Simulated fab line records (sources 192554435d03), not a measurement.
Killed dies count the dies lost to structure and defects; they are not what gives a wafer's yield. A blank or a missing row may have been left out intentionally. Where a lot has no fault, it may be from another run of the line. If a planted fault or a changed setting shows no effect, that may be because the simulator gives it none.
Matching of chambers || flow n5-finfet || N5_DUMMY_REMOVAL_STRIP_10 on rie-diel-04: 4 sister chambers
The step strips in N2/H2, time 40 s. 14 wafers are shown with their chamber, then 7 later ones without.

WAFERS WITH THEIR CHAMBER
{"wafer": "L076.3", "chamber": 3, "showerhead-plenum-p-Torr (Torr)": 3.46, "oes-product-au (a.u.)": 1.01, "throttle-valve-pct (%)": 11.8}
{"wafer": "L076.4", "chamber": 0, "showerhead-plenum-p-Torr (Torr)": 3.29, "oes-product-au (a.u.)": 0.81, "throttle-valve-pct (%)": 12.3}
{"wafer": "L076.6", "chamber": 3, "showerhead-plenum-p-Torr (Torr)": 3.46, "oes-product-au (a.u.)": 1.01, "throttle-valve-pct (%)": 11.8}
{"wafer": "L078.1", "chamber": 2, "showerhead-plenum-p-Torr (Torr)": 3.48, "oes-product-au (a.u.)": 0.69, "throttle-valve-pct (%)": 12.4}
{"wafer": "L078.3", "chamber": 0, "showerhead-plenum-p-Torr (Torr)": 3.28, "oes-product-au (a.u.)": 0.80, "throttle-valve-pct (%)": 12.3}
{"wafer": "L078.5", "chamber": 0, "showerhead-plenum-p-Torr (Torr)": 3.28, "oes-product-au (a.u.)": 0.80, "throttle-valve-pct (%)": 12.3}
{"wafer": "L083.3", "chamber": 2, "showerhead-plenum-p-Torr (Torr)": 3.48, "oes-product-au (a.u.)": 0.68, "throttle-valve-pct (%)": 12.5}
{"wafer": "L083.5", "chamber": 2, "showerhead-plenum-p-Torr (Torr)": 3.48, "oes-product-au (a.u.)": 0.68, "throttle-valve-pct (%)": 12.4}
{"wafer": "L083.6", "chamber": 3, "showerhead-plenum-p-Torr (Torr)": 3.45, "oes-product-au (a.u.)": 0.95, "throttle-valve-pct (%)": 11.8}
{"wafer": "L090.3", "chamber": 1, "showerhead-plenum-p-Torr (Torr)": 3.41, "oes-product-au (a.u.)": 0.89, "throttle-valve-pct (%)": 12.1}
{"wafer": "L090.4", "chamber": 3, "showerhead-plenum-p-Torr (Torr)": 3.44, "oes-product-au (a.u.)": 0.93, "throttle-valve-pct (%)": 11.9}
{"wafer": "L090.5", "chamber": 1, "showerhead-plenum-p-Torr (Torr)": 3.41, "oes-product-au (a.u.)": 0.89, "throttle-valve-pct (%)": 12.1}
{"wafer": "L092.1", "chamber": 3, "showerhead-plenum-p-Torr (Torr)": 3.44, "oes-product-au (a.u.)": 0.92, "throttle-valve-pct (%)": 11.9}
{"wafer": "L092.2", "chamber": 0, "showerhead-plenum-p-Torr (Torr)": 3.27, "oes-product-au (a.u.)": 0.78, "throttle-valve-pct (%)": 12.4}

SIGNATURES (means of the wafers above)
{"reading": "showerhead-plenum-p-Torr", "chamber 0": 3.2800, "chamber 1": 3.4100, "chamber 2": 3.4800, "chamber 3": 3.4500, "scatter within a chamber": 0.00775}
{"reading": "oes-product-au", "chamber 0": 0.7975, "chamber 1": 0.8900, "chamber 2": 0.6833, "chamber 3": 0.9640, "scatter within a chamber": 0.0284}
{"reading": "throttle-valve-pct", "chamber 0": 12.325, "chamber 1": 12.100, "chamber 2": 12.433, "chamber 3": 11.840, "scatter within a chamber": 0.0512}
Rule: distance of a wafer from a chamber = root of the sum over the readings of ((wafer's reading minus chamber's mean) / reading's scatter) squared. If the next closest chamber is less than 2 further off than the closest, the wafer can't be placed; otherwise it belongs to the closest. The scatter: the root of (the sum of the squares of (reading less its chamber's mean) over the shown wafers, divided by (wafers less chambers)).

WAFERS WITH NO CHAMBER GIVEN
{"wafer": "L092.3", "showerhead-plenum-p-Torr (Torr)": 3.47, "oes-product-au (a.u.)": 0.98, "throttle-valve-pct (%)": 11.8}
{"wafer": "L093.1", "showerhead-plenum-p-Torr (Torr)": 3.27, "oes-product-au (a.u.)": 0.77, "throttle-valve-pct (%)": 12.4}
{"wafer": "L093.2", "showerhead-plenum-p-Torr (Torr)": 3.47, "oes-product-au (a.u.)": 0.97, "throttle-valve-pct (%)": 11.8}
{"wafer": "L093.3", "showerhead-plenum-p-Torr (Torr)": 3.40, "oes-product-au (a.u.)": 0.88, "throttle-valve-pct (%)": 12.1}
{"wafer": "L094.2", "showerhead-plenum-p-Torr (Torr)": 3.40, "oes-product-au (a.u.)": 0.87, "throttle-valve-pct (%)": 12.1}
{"wafer": "L094.4", "showerhead-plenum-p-Torr (Torr)": 3.47, "oes-product-au (a.u.)": 0.96, "throttle-valve-pct (%)": 11.8}
{"wafer": "L094.5", "showerhead-plenum-p-Torr (Torr)": 3.27, "oes-product-au (a.u.)": 0.77, "throttle-valve-pct (%)": 12.4}

WHICH CHAMBER EACH WENT THROUGH
{"wafer": "L092.3", "from the rows above": 3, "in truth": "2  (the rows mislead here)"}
{"wafer": "L093.1", "from the rows above": 0, "in truth": 0}
{"wafer": "L093.2", "from the rows above": 3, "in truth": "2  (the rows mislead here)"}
{"wafer": "L093.3", "from the rows above": 1, "in truth": 1}
{"wafer": "L094.2", "from the rows above": 1, "in truth": 1}
{"wafer": "L094.4", "from the rows above": 3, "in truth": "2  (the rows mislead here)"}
{"wafer": "L094.5", "from the rows above": 0, "in truth": 0}
Correct placement for 4 of the 7. Can't be placed from these rows: 0. Number placed wrongly: 3.
